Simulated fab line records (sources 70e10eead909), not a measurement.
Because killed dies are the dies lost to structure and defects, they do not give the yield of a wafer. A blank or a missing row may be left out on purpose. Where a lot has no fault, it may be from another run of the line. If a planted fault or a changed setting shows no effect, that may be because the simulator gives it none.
Chamber matching + flow nand_harc + NHARC_A_BLC_DESCUM_15 on rie_diel-11: 4 sister chambers
The step chemistry O2, time 3 s. 24 wafers are shown with their chamber, then 12 later ones without.

== WAFERS PAIRED WITH THEIR CHAMBERS ==
| wafer  | chamber | showerhead_plenum_p_Torr (Torr) | rf_vpp_V (V) | oes_product_au (a.u.) |
|--------|---------|---------------------------------|--------------|-----------------------|
| L074.1 | 0       | 1.77                            | 58.0         | 0.993                 |
| L074.5 | 3       | 1.95                            | 58.1         | 0.981                 |
| L074.6 | 2       | 2.02                            | 58.6         | 0.994                 |
| L080.1 | 2       | 2.02                            | 58.8         | 1.001                 |
| L080.4 | 0       | 1.77                            | 57.9         | 0.983                 |
| L080.5 | 2       | 2.02                            | 58.2         | 1.006                 |
| L081.3 | 0       | 1.77                            | 57.1         | 0.990                 |
| L081.4 | 2       | 2.02                            | 58.5         | 1.000                 |
| L081.5 | 2       | 2.02                            | 58.7         | 0.996                 |
| L083.1 | 0       | 1.77                            | 56.5         | 0.987                 |
| L083.4 | 2       | 2.02                            | 58.0         | 0.989                 |
| L083.5 | 1       | 1.98                            | 59.3         | 0.988                 |
| L084.3 | 2       | 2.02                            | 58.7         | 0.991                 |
| L084.4 | 1       | 1.98                            | 58.0         | 0.993                 |
| L084.6 | 0       | 1.77                            | 57.6         | 0.984                 |
| L086.2 | 0       | 1.77                            | 57.6         | 0.992                 |
| L086.4 | 2       | 2.02                            | 57.1         | 0.999                 |
| L086.5 | 2       | 2.02                            | 57.6         | 0.993                 |
| L088.4 | 3       | 1.94                            | 57.7         | 0.997                 |
| L088.5 | 0       | 1.76                            | 58.4         | 0.986                 |
| L088.6 | 1       | 1.98                            | 58.8         | 0.999                 |
| L090.2 | 0       | 1.76                            | 57.0         | 0.988                 |
| L090.4 | 2       | 2.02                            | 57.3         | 0.992                 |
| L090.5 | 3       | 1.94                            | 57.8         | 0.988                 |

SIGNATURES, as means of the wafers listed above
| reading                  | chamber 0 | chamber 1 | chamber 2 | chamber 3 | scatter within a chamber |
|--------------------------|-----------|-----------|-----------|-----------|--------------------------|
| showerhead_plenum_p_Torr | 1.7675    | 1.9800    | 2.0200    | 1.9433    | 0.00329                  |
| rf_vpp_V                 | 57.513    | 58.700    | 58.150    | 57.867    | 0.596                    |
| oes_product_au           | 0.98787   | 0.99333   | 0.99610   | 0.98867   | 0.00516                  |
Rule: distance of a wafer from a chamber = root of the sum over the readings of ((wafer's reading minus chamber's mean) / reading's scatter) squared. If the next closest chamber is less than 2 further off than the closest, the wafer can't be placed; otherwise it belongs to the closest. The scatter: take each reading less its chamber's mean, square it, sum over the shown wafers, divide by the number of wafers less the number of chambers, and take the root.

== WAFERS MISSING THEIR CHAMBER ==
| wafer  | showerhead_plenum_p_Torr (Torr) | rf_vpp_V (V) | oes_product_au (a.u.) |
|--------|---------------------------------|--------------|-----------------------|
| L089.4 | 1.98                            | 60.0         | 0.988                 |
| L089.5 | 1.98                            | 58.5         | 0.997                 |
| L089.6 | 1.76                            | 57.0         | 0.986                 |
| L093.1 | 2.02                            | 58.6         | 1.002                 |
| L093.5 | 1.76                            | 58.2         | 0.989                 |
| L093.6 | 1.98                            | 59.6         | 0.992                 |
| L095.3 | 1.98                            | 59.9         | 0.989                 |
| L095.5 | 1.98                            | 56.6         | 0.979                 |
| L095.6 | 2.02                            | 58.9         | 0.972                 |
| L097.2 | 1.97                            | 59.6         | 0.990                 |
| L097.3 | 2.02                            | 56.7         | 0.990                 |
| L097.5 | 2.02                            | 58.0         | 0.994                 |

== EACH ONE'S CHAMBER ==
| wafer  | from the rows above | in truth |
|--------|---------------------|----------|
| L089.4 | 1                   | 1        |
| L089.5 | 1                   | 1        |
| L089.6 | 0                   | 0        |
| L093.1 | 2                   | 2        |
| L093.5 | 0                   | 0        |
| L093.6 | 1                   | 1        |
| L095.3 | 1                   | 1        |
| L095.5 | 1                   | 1        |
| L095.6 | 2                   | 2        |
| L097.2 | 1                   | 1        |
| L097.3 | 2                   | 2        |
| L097.5 | 2                   | 2        |
12 of 12 placed correctly. Number that these rows cannot place: 0. Number placed wrongly: 0.
